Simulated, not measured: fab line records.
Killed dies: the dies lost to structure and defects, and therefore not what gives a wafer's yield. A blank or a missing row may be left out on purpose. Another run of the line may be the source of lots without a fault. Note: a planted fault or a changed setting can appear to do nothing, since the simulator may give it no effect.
Matching of chambers | flow nandHarc | rieDiel-01 running NHARC_A_CONTACT_ETCH_88: 4 sister chambers
The step etches the open film in CF4, target depth 39 nm, time 65 s. 8 wafers are shown with their chamber, then 6 later ones without.

## WAFERS WITH THEIR CHAMBER
wafer  | chamber | drypumpMotorCurrentA (A) | oesProductAu (a.u.)
L719.3 | 3       | 5.67                     | 1.010
L719.4 | 0       | 6.18                     | 1.005
L719.5 | 1       | 5.92                     | 0.999
L720.1 | 1       | 5.92                     | 1.000
L720.2 | 0       | 6.19                     | 0.997
L720.6 | 2       | 5.71                     | 0.990
L730.1 | 3       | 5.69                     | 1.000
L730.2 | 2       | 5.70                     | 0.987

## WAFERS MISSING THEIR CHAMBER
wafer  | drypumpMotorCurrentA (A) | oesProductAu (a.u.)
L732.2 | 6.16                     | 1.008
L732.4 | 5.70                     | 0.997
L732.6 | 5.88                     | 1.004
L736.1 | 5.68                     | 0.994
L736.4 | 5.88                     | 0.999
L736.5 | 5.67                     | 0.990

## WHICH CHAMBER EACH WENT THROUGH
wafer  | from the rows above     | in truth
L732.2 | 0                       | 0
L732.4 | can't be placed: 2 or 3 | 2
L732.6 | 1                       | 1
L736.1 | can't be placed: 3 or 2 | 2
L736.4 | 1                       | 1
L736.5 | can't be placed: 3 or 2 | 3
Correct placement for 3 of the 6. Can't be placed from these rows: 3 (the true chamber is among the candidates in 3). 0 placed wrongly.
How it was worked out, from the rows above alone: a wafer's distance from a chamber is the root of the sum, over the readings, of the square of ((its reading less the chamber's mean) divided by the reading's scatter). The wafer belongs to the nearest chamber; if the next one is less than 2 further off, it can't be placed. For every chamber, the mean is computed from those of its wafers that are shown. The scatter: the root of (the sum of the squares of (reading less its chamber's mean) over the shown wafers, divided by (wafers less chambers)).
